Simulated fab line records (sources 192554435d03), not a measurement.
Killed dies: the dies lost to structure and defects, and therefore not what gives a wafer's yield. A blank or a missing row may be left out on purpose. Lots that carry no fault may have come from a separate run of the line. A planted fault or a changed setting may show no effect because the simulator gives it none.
One fault seen from 2 desks    flow n5Finfet    each desk holds nothing but its own numbers, with what lay behind them at the end

== AT THE METROLOGY DESK ==
Means of the sampled wafers that have a number, per lot and without regard to the tool the lot ran on: this is what the gauges read. If a lot's mean is further than 4 standard deviations from the usual mean, the lot is out of limits and carries the mark OUT (the distance appears in the brackets). Of its 13 readings 7 are shown: the one that was out of limits first, and those that lie furthest out on some lot.
Columns: A = CJ_N at N5_BEOL_M4_RC_MEAS_101, usual 4.31; B = DIBL_N at N5_BEOL_M4_RC_MEAS_101, usual 36.4 mV/V; C = IOFF_P at N5_BEOL_M4_RC_MEAS_101, usual 0.21 nA/um; D = RS_PWELL at N5_BEOL_M4_RC_MEAS_101, usual 3011 ohm/sq; E = SS_P at N5_BEOL_M4_RC_MEAS_101, usual 73.3 mV/dec; F = VT_N at N5_BEOL_M4_RC_MEAS_101, usual 250 mV; G = VT_P at N5_BEOL_M4_RC_MEAS_101, usual -251 mV
lot   first seen here  A                B     C     D     E     F    G
L454  day 7 19:58      4.27             36.8  0.28  3024  74.0  248  -244
L455  day 7 22:29      4.28             40.0  0.31  2976  74.5  245  -245
L456  day 9 08:43      4.20             36.9  0.22  3037  73.5  248  -249
L458  day 9 14:42      4.40             34.4  0.17  3029  72.0  251  -253
L466  day 11 09:19     3.81 (-4.2) OUT  32.8  0.17  2926  72.9  250  -254
L465  day 11 11:08     3.85             36.3  0.27  2954  73.2  246  -246
L473  day 13 04:59     4.36             37.2  0.23  3012  74.3  248  -247
L474  day 13 10:39     4.23             34.9  0.17  3038  72.3  253  -254
L476  day 14 07:00     4.45             39.2  0.21  3008  73.4  250  -254
L477  day 14 07:23     4.26             31.1  0.11  3004  71.4  258  -261
This desk's finding: out of limits on L466; first on L466, day 11 09:59 (CJ_N at N5_BEOL_M4_RC_MEAS_101). Within limits: L454, L455, L456, L458, L465, L473, L474, L476, L477.

== DESK OF THE TOOL OWNER: epiRpcvd-02 ==
The tool's own readings at N5_WELL_APT_EPI_41 (deposits Si from SiH4/H2, target thk 50 nm, time 297.7 s): means of the sampled wafers that have a number, for each lot that ran on this tool. If a lot's mean is further than 4 standard deviations from the usual mean, the lot is out of limits and carries the mark OUT (the distance appears in the brackets).
Columns: A = susceptorTempC at N5_WELL_APT_EPI_41, usual 650.07 C; B = throttleValvePct at N5_WELL_APT_EPI_41, usual 11.4 %
lot   first seen here  A       B
L454  day 1 16:11      649.95  11.0
L465  day 4 10:07      649.69  11.1
L466  day 4 16:17      649.92  11.1
L476  day 7 05:41      650.03  11.1
Result from this desk: across the 4 lots, nothing is out of limits.

== ALL TOGETHER ==
An alarm was possible from the metrology desk at day 11 09:59, on L466.
The tool owner's desk saw nothing out of limits.
The tool owner's desk has L466 on record, within its limits.
On epiRpcvd-02, each named lot ran N5_WELL_APT_EPI_41.

== WHAT WAS PUT IN BY THE SIMULATOR ==
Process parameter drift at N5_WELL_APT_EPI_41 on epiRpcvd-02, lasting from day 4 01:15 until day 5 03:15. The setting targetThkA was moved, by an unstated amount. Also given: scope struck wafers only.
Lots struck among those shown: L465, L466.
Time in hours between the start of the fault and the first out-of-limits reading at each desk: metrology desk, 177.
